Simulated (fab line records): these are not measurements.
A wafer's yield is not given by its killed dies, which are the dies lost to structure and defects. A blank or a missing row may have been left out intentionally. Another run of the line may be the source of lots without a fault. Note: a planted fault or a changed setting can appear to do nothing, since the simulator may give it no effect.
2 desks looking at one fault    flow nand harc    numbers are kept per desk, each desk with only its own; the story behind them comes last

== AT THE METROLOGY DESK ==
What the gauges read for every lot (on any tool): the sampled wafers with a number, averaged. Any lot whose mean is over 4 standard deviations away from the usual mean is out of limits and marked OUT; that distance is given in the brackets.
Columns: A = thk nm at NHARC_A_ONON_D1_THK_MEAS_30, usual 1000 nm; B = cd nm at NHARC_A_CHANNEL_HOLE_D1_CD_MEAS_18, usual 98.8 nm
lot   first seen here  A              B
L342  day 7 14:16      983            99.1
L344  day 8 02:27      1013           98.9
L345  day 8 20:12      998            98.0
L346  day 8 20:13      1012           94.6
L347  day 9 08:25      991            97.0
L348  day 9 14:28      975            97.2
L351  day 10 03:49     990            98.2
L352  day 10 09:43     998            99.1
L356  day 11 07:32     785 (-18) OUT  -
L357  day 11 17:04     773 (-19) OUT  -
L361  day 12 13:18     1007           99.5
L365  day 13 08:12     1020           98.7
L363  day 13 08:13     1001           99.9
This desk's verdict: out of limits on L356, L357, starting with L356 at day 11 07:32 (thk nm at NHARC_A_ONON_D1_THK_MEAS_30). Within limits: L342, L344, L345, L346, L347, L348, L351, L352, L361, L365, L363.

== THE DEFECT DESK ==
What the inspections along the route counted, lot by lot: means of the sampled wafers that have a number. Any lot whose mean is over 4 standard deviations away from the usual mean is out of limits and marked OUT; that distance is given in the brackets.
Columns: A = raw defect count at NHARC_A_ZERO_WELL_INSPECT_17, usual 10
lot   first seen here  A
L342  day 6 07:29      7
L344  day 6 17:30      14
L346  day 7 11:17      10
L345  day 7 11:34      7
L347  day 7 21:43      12
L348  day 8 03:20      10
L351  day 8 18:55      16
L352  day 9 00:39      18
L356  day 9 21:37      9
L357  day 10 06:34     11
L361  day 11 04:37     4
L365  day 11 23:18     6
L363  day 12 00:15     6
This desk's verdict: no lot among the 13 shows anything out of limits.

== BROUGHT TOGETHER ==
L356, L357 would have let the metrology desk raise an alarm at day 11 07:32.
Nothing the defect desk looked at was out of limits.
The defect desk has L356, L357 on record, within its limits.
All the named lots went through NHARC_A_ONON_D1_DEP_28 on pecvd onon-01.

== WHAT THE SIMULATOR HAD INSERTED ==
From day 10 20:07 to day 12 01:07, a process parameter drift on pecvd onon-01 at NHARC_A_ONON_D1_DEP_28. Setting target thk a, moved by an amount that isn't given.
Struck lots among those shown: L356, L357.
Time in hours between the start of the fault and the first out-of-limits reading at each desk: metrology desk, 11.
